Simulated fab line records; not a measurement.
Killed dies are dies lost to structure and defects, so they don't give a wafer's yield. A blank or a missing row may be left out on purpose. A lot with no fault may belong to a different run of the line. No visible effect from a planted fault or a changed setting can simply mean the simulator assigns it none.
A struck lot beside a sound one -- flow n5_finfet -- 37 steps out of a route of 1938
Sound: the wafers L701.2, L701.4, L701.5. Struck: wafer L695.2 (left out: L695.1, L695.5 of the same lot, which were not struck); the cause appears at the end.
At each step with rows: each side's tool, then ch and its chambers, then its first start. Under that, the readings that differ: sound wafers -- struck wafers -- difference of the means -- sigmas: that difference in standard deviations of wafers without a fault.
alike: readings whose means differ by less than 2 such deviations, and words and numbers that are the same on both sides. not compared: withheld readings, readings that some wafer has no value for, bounds like >300 that may hide the same value, and numbers for which the record gives no deviation and whose values overlap.
A row with sigmas, a row that says differs or no value, or rows on one side alone: a step with any of these is where the two part. When numbers do not overlap yet have no deviation, they are printed without sigmas and do not part them. A reading missing from all wafers of one side parts the sides only when that side holds two or more wafers.

first, 11 steps without rows for these wafers: N5_BEOL_M2_SPUTTER_92 (material Cu, target thk 4.5 nm, time 8.29 s); N5_BEOL_M2_ANNEAL_93 (time 240 s); N5_BEOL_M2_SPUTTER_94 (material Cu, target thk 4.5 nm, time 8.29 s); N5_BEOL_M2_ANNEAL_95 (time 240 s); N5_BEOL_M2_SPUTTER_96 (material Cu, target thk 4.5 nm, time 8.29 s); N5_BEOL_M2_ECD_50 (material Cu, target thk 300 nm); N5_BEOL_M2_ANNEAL_51 (time 90 s); N5_BEOL_M2_CMP_52 (polishes, stops on SiOC, t overpolish 6.8 s, target thk 40 nm); N5_BEOL_M2_PRE_CLEAN_60 (time 15 s); N5_BEOL_M2_CO_CAP_55 (material Co, precursor CCTBA/H2, target thk 2 nm, time 102.1 s); N5_BEOL_M2_PRE_CLEAN_56 (time 15 s).
N5_BEOL_M2_DEP_57: deposits SiCN from 3MS/NH3, target thk 8 nm, time 14 s.
  sound on pecvd-03 ch 0,1,2, day 11 05:26; struck on pecvd-04 ch 0, day 10 00:38
reading,sound,struck,difference,sigmas
showerhead_plenum_p_Torr (Torr),3.665 3.656 3.667,3.689,+0.026,+2
model.SiCN_of_BEOL_M2_DEP_57.thk_nm (nm),7.6 8 8,10.6,+2.7,
  alike: throttle_valve_pct
then, 22 steps without rows for these wafers: N5_BEOL_M3_ILD_DEP_00 (deposits SiOC from DEMS/O2, target thk 79 nm, time 15.3 s); N5_BEOL_M3_PECVD_72 (deposits SiO2 from TEOS/O2, target thk 16 nm, time 18 s); N5_BEOL_M3_HM_DEP_02 (deposits TiN, target thk 20 nm); N5_BEOL_M3_COAT_61 (time 60 s, resist thk 60 nm); N5_BEOL_M3_COAT_62 (time 60 s, resist thk 12 nm); N5_BEOL_M3_COAT_73 (time 60 s, resist thk 5 nm); N5_BEOL_M3_COAT_05 (resist thk 30 nm); N5_BEOL_M3_EBR_07; N5_BEOL_M3_SOFTBAKE_06 (time 60 s); N5_BEOL_M3_EXPOSE_08 (exposes mask M3); N5_BEOL_M3_PEB_09 (peb time 60 s); N5_BEOL_M3_DEVELOP_10 (develop time 30 s); N5_BEOL_M3_DESCUM_16 (chemistry O2, time 7 s); N5_BEOL_M3_ETCH_74 (etches underlayer in N2/H2, target depth 6.5 nm, time 5.2 s); N5_BEOL_M3_ETCH_63 (etches SiARC in CF4, target depth 15.6 nm, time 26 s); N5_BEOL_M3_ETCH_64 (etches SOC in N2/H2, target depth 75 nm, overetch 15 nm, time 112.5 s); N5_BEOL_M3_STRIP_65 (strips in N2/H2); N5_BEOL_M3_STRIP_75 (strips in N2/H2); N5_BEOL_M3_STRIP_66 (strips in CF4); N5_BEOL_M3_HM_OPEN_17 (chemistry Cl2/BCl3, target TiN, target depth 20 nm, overetch 6 nm); N5_BEOL_M3_STRIP_19 (strips in O2); N5_BEOL_M3_COAT_67 (time 60 s, resist thk 60 nm).
N5_BEOL_M3_CMP_52: polishes, stops on SiOC, t overpolish 6.8 s, target thk 40 nm.
  sound on cmp-03 ch 1,2,3, day 11 21:55; struck on cmp-04 ch 3, day 10 08:30
reading,sound,struck,difference,sigmas
barrier_field_endpoint_s (s),23.0 23.8 24.6,25.9,+2.1,+3
overpolish_run_s (s),6.794 6.787 6.796,6.818,+0.026,+3
model.Cu_of_BEOL_M3_ECD_50.thk_nm (nm),37.8 42.6 43.2,44.2,+3.0,
  alike: edge_zone_pressure_frac, motor_current_A, time_to_endpoint_s
N5_BEOL_M4_RC_MEAS_101:
  sound on prober-01 ch 0, day 12 10:20; struck on prober-02 ch 0, day 11 03:17
  alike: DIBL_N, DIBL_P, IOFF_N, IOFF_P, ION_N, ION_P, SS_N, SS_P, VT_N, VT_P
following that, these wafers have no rows for 1 step: N5_PASSIVATION_PROBE_49.

## WHERE THEY PART
Last at N5_BEOL_M3_CMP_52 as far as this record goes, first at N5_BEOL_M2_DEP_57. Later steps at which nothing parts them and some readings are alike: N5_BEOL_M4_RC_MEAS_101.

WHY: whatever the simulator had introduced
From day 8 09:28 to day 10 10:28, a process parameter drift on pecvd-04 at N5_BEOL_M2_DEP_57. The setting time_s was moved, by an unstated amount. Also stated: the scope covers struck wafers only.
